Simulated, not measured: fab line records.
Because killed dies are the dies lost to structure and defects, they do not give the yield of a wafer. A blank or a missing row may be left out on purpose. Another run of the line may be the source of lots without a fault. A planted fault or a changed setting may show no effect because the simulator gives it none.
fab line records | flow nand-harc | part 2 of 2: steps 23 to 28 of 28
record lots=5 wafers=15 last-day=29
route steps=1302 shown A_STAIRCASE@675
lots untouched by any fault: they come from a run of this same line in which no faults occurred
start-h: the number of hours between the record's first day and the start of the first shown wafer of the lot | wait-h: time in hours since the lot's previous step | " repeats the value in the row above | L1.1+2: several wafers, shown together as one row | - no value, or no start given | * or withheld: withheld | < > ~ a bound
route shown NAME@n: names a module that has steps shown in the file, with the first one's number in the route | usual: mean/standard deviation of fault-free wafers | same: alike in all rows | chamber/n: place in a boat | sites: per-site readings | _std_site: the standard deviation of these | _edge_site: inner sites' mean taken away from outer sites' mean | radius-mm: how far each site lies from the wafer's centre | mask NAME#n: copy n | behind: the tool/chamber that last shaped the wafer | hold: what put the lot on hold/how long, in hours/how the hold closed | device: which transistor (n, p or np) failed to switch | end of line: the tests these same wafers got at the end of their route | for a step that has no rows: nothing shown but its recipe | killed: the dies lost at the first sort to structure and to defects; this is not the yield of the wafer | map: a wafer's dies, x killed, . not, _ none there
set.NAME: the setting the step ran with; set.NAME@STEP: the setting that earlier step ran with | model.NAME: the simulator's own value behind a step, which no gauge read
lots at selected steps of the route; one table per step, one row per wafer
services: from which hour (start-h, from the record's first day; less than 0 if before it) a tool's chamber was out of use, for how many hours, and why
## steps
# step NHARC_A_STAIRCASE_DESCUM_186
# recipe time-s=3 o2-flow-sccm=200 ar-flow-sccm=0 bias-power-w=0 chemistry=O2
# usual drypump-motor-current-A=5.5/0.46 mfc-ar-sccm=0.003/0.0075 oes-product-au=1.000/0.01 rf-vpp-V=57.6/0.96 showerhead-plenum-p-Torr=1.90/0.089 throttle-valve-pct=11.312/0.0098
# same bias-power-w=0
# columns lot.wafer tool chamber start-h wait-h drypump-motor-current-A mfc-ar-sccm oes-product-au rf-hours-counter-h rf-vpp-V showerhead-plenum-p-Torr throttle-valve-pct
L076.1 rie-diel-07 1 361.40 - 5.7 0.014 1.008 21 59.0 2.07 11.326
L076.3 " 2 " " 6.1 0 1.007 23 58.0 1.98 11.315
L076.6 " 0 " " 4.8 0 0.983 - 57.9 1.98 11.301
L081.3 rie-diel-08 0 422.80 - 4.9 0 1.017 26 58.2 1.95 11.310
L081.2 " 3 " " 5.8 0 1.011 28 57.7 1.84 11.314
L081.5 " 0 " " 4.9 0 1.002 - 58.8 1.95 11.319
L085.2 rie-diel-01 1 441.03 - 5.8 0 0.992 27 58.1 1.77 11.316
L085.4 " 2 " " 5.9 0 0.997 25 55.8 2.01 11.328
L085.5 " 1 " " 5.8 0 0.994 - 57.0 1.77 11.325
L089.1 rie-diel-08 3 473.33 - 5.8 0 1.007 48 58.3 1.83 11.316
L089.2 " 0 " " 5.0 0 0.999 45 57.1 1.94 11.305
L089.5 " 2 " " 6.1 0 0.973 - 57.3 1.80 11.319
L090.2 rie-diel-01 2 487.32 - 5.9 0 1.004 41 58.0 2.01 11.298
L090.1 " 0 " " 4.9 0 1.002 39 55.6 1.87 11.320
L090.5 " 2 " " 5.9 0 1.005 - 58.7 2.01 11.308
# step NHARC_A_STAIRCASE_TRIM_187
# recipe time-s=211.2 o2-flow-sccm=500 ar-flow-sccm=0 bias-w=0 chemistry=O2
# usual drypump-motor-current-A=5.6/0.46 mfc-ar-sccm=0.003/0.0074 oes-product-au=1.002/0.0095 rf-vpp-V=57.8/1 showerhead-plenum-p-Torr=3.51/0.15 throttle-valve-pct=17.036/0.009
# columns lot.wafer tool chamber start-h wait-h drypump-motor-current-A mfc-ar-sccm oes-product-au rf-hours-counter-h rf-vpp-V showerhead-plenum-p-Torr throttle-valve-pct
L076.3 rie-diel-07 3 361.48 0.1 4.7 0 1.029 26 58.5 3.40 17.043
L076.1 " 0 " " 4.8 0 0.980 24 57.4 3.64 17.038
L076.6 " 3 " " 4.7 0 1.029 - 57.3 3.40 17.039
L081.2 rie-diel-08 2 422.89 0.1 6.1 0 0.992 23 57.8 3.35 17.034
L081.3 " 1 " " 5.6 0.002 0.995 20 57.3 3.43 17.039
L081.5 " 3 " " 5.8 0 1.006 - 58.6 3.40 17.035
L085.2 rie-diel-01 1 441.13 0.1 5.8 0 1.010 27 57.8 3.29 17.030
L085.4 " 2 " " 5.9 0 0.990 25 59.2 3.70 17.030
L085.5 " 0 " " 4.9 0 1.014 - 58.6 3.46 17.046
L089.2 rie-diel-08 1 473.42 0.1 5.6 0.002 0.975 40 57.9 3.42 17.043
L089.1 " 2 " " 6.1 0 1.001 44 57.7 3.34 17.028
L089.5 " 0 " " 5.0 0 1.000 - 58.2 3.57 17.033
L090.2 rie-diel-01 1 487.40 0.1 5.8 0 1.000 40 56.1 3.28 17.032
L090.1 " 0 " " 4.9 0 1.013 39 56.4 3.45 17.037
L090.5 " 2 " " 5.9 0 1.000 - 58.5 3.69 17.053
# step NHARC_A_STAIRCASE_ETCH_188
# recipe target-depth-a=1000 time-s=40.5 ion-energy-ev=400 c4f8-flow-sccm=20 o2-flow-sccm=10 ar-flow-sccm=withheld rf-w=600 bias-w=1000 chemistry=C4F8/O2
# usual oes-product-au=0.943/0.013 rf-vpp-V=895/5.5
# columns lot.wafer tool chamber start-h wait-h oes-product-au rf-hours-counter-h rf-vpp-V
L076.3 rie-diel-07 2 - - 0.951 23 900
L076.1 " 1 " " 0.943 21 905
L076.6 " 3 " " 0.961 - 891
L081.2 rie-diel-08 0 - - 0.955 26 898
L081.3 " 1 " " 0.935 20 893
L081.5 " 0 " " 0.948 - 899
L085.4 rie-diel-01 3 - - 0.916 22 899
L085.2 " 1 " " 0.910 27 886
L085.5 " 2 " " 0.918 - 902
L089.2 rie-diel-08 3 - - 0.959 48 892
L089.1 " 0 " " 0.956 45 899
L089.5 " 2 " " 0.947 - 888
L090.1 rie-diel-01 2 - - 0.935 41 902
L090.2 " 3 " " 0.959 40 899
L090.5 " 0 " " 0.963 - 892
# step NHARC_A_STAIRCASE_TRIM_189
# recipe time-s=211.2 o2-flow-sccm=500 ar-flow-sccm=0 bias-w=0 chemistry=O2
# usual drypump-motor-current-A=5.5/0.47 mfc-ar-sccm=0.003/0.0076 oes-product-au=1.003/0.0092 rf-vpp-V=57.6/0.9 showerhead-plenum-p-Torr=3.50/0.15 throttle-valve-pct=17.037/0.009
# columns lot.wafer tool chamber start-h wait-h drypump-motor-current-A mfc-ar-sccm oes-product-au rf-hours-counter-h rf-vpp-V showerhead-plenum-p-Torr throttle-valve-pct
L076.3 rie-diel-07 2 - - 6.1 0 0.997 23 58.4 3.65 17.029
L076.1 " 3 " " 4.7 0 1.012 26 57.7 3.40 17.029
L076.6 " 2 " " 6.1 0 1.002 - 57.4 3.65 17.034
L081.2 rie-diel-08 3 - - 5.8 0 1.003 28 57.1 3.40 17.012
L081.3 " 0 " " 5.0 0 1.000 26 58.8 3.58 17.039
L081.5 " 3 " " 5.8 0 1.012 - 58.2 3.40 17.043
L085.4 rie-diel-01 3 - - 5.5 0.027 1.000 22 58.4 3.64 17.034
L085.2 " 2 " " 5.9 0 0.994 25 59.0 3.70 17.039
L085.5 " 3 " " 5.5 0.027 0.994 - 59.1 3.64 17.030
L089.2 rie-diel-08 1 - - 5.6 0.002 1.001 40 57.9 3.42 17.047
L089.1 " 2 " " 6.1 0 0.996 45 57.4 3.34 17.035
L089.5 " 0 " " 4.9 0 1.005 - 56.5 3.57 17.043
L090.2 rie-diel-01 0 - - 4.9 0 0.995 39 59.0 3.45 17.022
L090.1 " 2 " " 5.9 0 1.000 41 57.9 3.69 17.024
L090.5 " 1 " " 5.8 0 0.995 - 56.8 3.28 17.034
# step NHARC_A_STAIRCASE_ETCH_190
# recipe target-depth-a=1000 time-s=40.5 ion-energy-ev=400 c4f8-flow-sccm=20 o2-flow-sccm=10 ar-flow-sccm=withheld rf-w=600 bias-w=1000 chemistry=C4F8/O2
# usual oes-product-au=0.946/0.011 rf-vpp-V=895/5.5
# columns lot.wafer tool chamber start-h wait-h oes-product-au rf-hours-counter-h rf-vpp-V
L076.1 rie-diel-07 0 - - 0.916 24 900
L076.3 " 2 " " 0.947 23 900
L076.6 " 1 " " 0.949 - 904
L081.3 rie-diel-08 1 - - 0.951 20 891
L081.2 " 3 " " 0.951 28 892
L081.5 " 0 " " 0.956 - 897
L085.2 rie-diel-01 0 - - 0.922 25 893
L085.4 " 1 " " 0.925 27 887
L085.5 " 0 " " 0.934 - 894
L089.2 rie-diel-08 0 - - 0.931 45 898
L089.1 " 2 " " 0.953 45 887
L089.5 " 1 " " 0.930 - 891
L090.1 rie-diel-01 2 - - 0.943 41 902
L090.2 " 3 " " 0.961 40 900
L090.5 " 2 " " 0.950 - 903
# step NHARC_A_STAIRCASE_TRIM_191
# recipe time-s=211.2 o2-flow-sccm=500 ar-flow-sccm=0 bias-w=0 chemistry=O2
# usual drypump-motor-current-A=5.5/0.46 mfc-ar-sccm=0.003/0.0081 oes-product-au=1.003/0.01 rf-vpp-V=57.7/0.98 showerhead-plenum-p-Torr=3.50/0.15 throttle-valve-pct=17.036/0.0086
# columns lot.wafer tool chamber start-h wait-h drypump-motor-current-A mfc-ar-sccm oes-product-au rf-hours-counter-h rf-vpp-V showerhead-plenum-p-Torr throttle-valve-pct
L076.3 rie-diel-07 3 - - 4.7 0 1.020 26 58.0 3.40 17.047
L076.1 " 0 " " 4.8 0 0.987 24 59.1 3.64 17.044
L076.6 " 0 " " 4.8 0 0.983 - 57.0 3.64 17.029
L081.2 rie-diel-08 2 - - 6.1 0 0.999 23 57.1 3.35 17.037
L081.3 " 3 " " 5.8 0 1.008 28 56.2 3.40 17.041
L081.5 " 0 " " 5.0 0 0.994 - 59.5 3.58 17.024
L085.4 rie-diel-01 0 - - 4.9 0 0.997 25 56.9 3.46 17.034
L085.2 " 2 " " 5.9 0 1.004 25 58.2 3.70 17.030
L085.5 " 0 " " 5.0 0 1.004 - 57.3 3.46 17.029
L089.2 rie-diel-08 1 - - 5.6 0.002 0.991 40 56.6 3.42 17.047
L089.1 " 0 " " 5.0 0 1.007 45 56.8 3.57 17.037
L089.5 " 1 " " 5.6 0.002 0.994 - 58.7 3.42 17.029
L090.2 rie-diel-01 3 - - 5.5 0.027 0.997 40 57.7 3.63 17.036
L090.1 " 1 " " 5.8 0 1.003 41 57.3 3.28 17.037
L090.5 " 3 " " 5.5 0.027 1.006 - 59.7 3.63 17.026
## services
# columns tool chamber start-h hours kind
rie-diel-08 - 344.08 9.0 pm
rie-diel-08 0 344.08 9.0 vent-cycle
rie-diel-01 - 357.45 9.0 pm
wet-bench-03 - 362.40 8.0 pm
plasma-asher-01 - 373.71 12.4 repair
wet-bench-02 - 376.11 1.1 repair
litho-track-02 - 378.00 7.0 pm
krf-scanner-03 - 379.11 4.0 pm
krf-scanner-04 - 382.69 1.1 repair
rie-diel-07 2 388.69 8.6 repair
rie-diel-08 1 388.98 4.8 repair
litho-track-02 - 392.75 - consumable-replace:filter
wet-bench-02 - 396.02 8.0 pm
plasma-asher-02 - 402.16 9.0 pm
krf-scanner-01 - 414.91 3.8 repair
litho-track-03 - 426.00 7.0 pm
wet-bench-01 - 435.85 8.0 pm
rie-diel-07 2 441.62 3.3 repair
rie-diel-01 0 445.29 6.0 repair
rie-diel-07 - 447.46 9.0 pm
litho-track-05 - 450.00 7.0 pm
plasma-asher-02 - 451.15 3.6 repair
krf-scanner-01 - 460.00 4.0 pm
krf-scanner-03 - 460.43 0.6 repair
